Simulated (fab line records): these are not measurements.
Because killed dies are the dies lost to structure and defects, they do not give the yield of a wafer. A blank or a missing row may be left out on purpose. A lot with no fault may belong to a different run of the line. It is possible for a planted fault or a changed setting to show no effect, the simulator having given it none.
Problem report, 8D (eight disciplines) form, completed by code | flow nandHarc | the parts of the form that need people (team, actions taken, sign-off) are left out

## 1. THE PROBLEM
Wafers without a fault read 184, standard deviation 66; rawDefectCount at NHARC_P_GATE_INSPECT_68 reads a mean of 756 on 6 wafers belonging to 2 lots. That is +8.7 standard deviations from the usual mean.
First seen on wafer L866.2, day 6 13:55, on defectInspect-02. At this step, 39 wafers from 13 lots have a number in the record. By rule, "out" or "out of limits" means more than 4 standard deviations away from the usual mean. The other wafers with a number count as sound.

## 2. WHAT THIS IS AND IS NOT
question                    | is                     | is not
which readings at this step | rawDefectCount         | -
which lots                  | L866, L868             | L862, L863, L865, L873, L874, L875, L878, L879, L880, L881, L884
which wafers of those lots  | all that have a number | -
read on which gauges        | defectInspect-02       | defectInspect-01
when                        | from day 6 13:55       | up to then (9 sound wafers); but 24 sound wafers of L873, L874, L875, L878, L879, L880, L881, L884 came after

## 3. SUSPECTS, AND WHAT RULES EACH OUT
Counting: a tool at any process step up to the reading remains a suspect when it ran all the lots that are out and ran no sound lot after the first of those.
- the gauge at NHARC_P_GATE_INSPECT_68: ruled out. All the wafers that are out were read on defectInspect-02, but those of them that NHARC_END_SORT_01 has rows for are out there too, on other tools.
- pvdSputter-02 at NHARC_P_GATE_PRE_CLEAN_110 (time 30 s): ruled out as a lasting fault. The sound lots L879, L878, L884 went through it after L866, its earliest lot that is out (day 6 12:59).
Left after counting: nothing in the record.

## 4. THE CAUSE (what the simulator had put in)
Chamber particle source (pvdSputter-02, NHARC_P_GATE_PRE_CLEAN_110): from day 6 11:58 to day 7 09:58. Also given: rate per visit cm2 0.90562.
Counting ruled it out, wrongly: the rule takes a fault to strike every lot that its tool runs from its start on, and this one did not.

## 5. SEQUENCE OF EFFECTS, ordered by route
One row per reading whose mean, taken over the struck wafers that have a number, lies over 3 standard deviations from the usual. Only readings whose record carries a usual standard deviation are examined. hours: median over the lots of the time between each lot's start at the first step of this table that gives one and its start at this step. sigmas: the change, counted in usual standard deviations.
hours | step                    | reading           | usual | on struck wafers | change | sigmas
0     | NHARC_P_GATE_INSPECT_68 | rawDefectCount    | 184   | 756              | +572   | +8.7
328   | NHARC_END_SORT_01       | killedAtPeriphery | 3.4   | 84.7             | +81.3  | +30
328   | NHARC_END_SORT_01       | killedDies        | 31    | 103              | +72    | +7.4
Later steps that measure or inspect, where all struck wafers having a row at the step show a number for every such reading and not one has moved that far: NHARC_P_CONTACT_CD_MEAS_12.

## 6. WHAT WOULD HAVE CAUGHT IT SOONER
The first out-of-limits reading at a measuring or inspecting step in this record came at day 6 13:55, 2 hours after the fault's start at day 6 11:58.
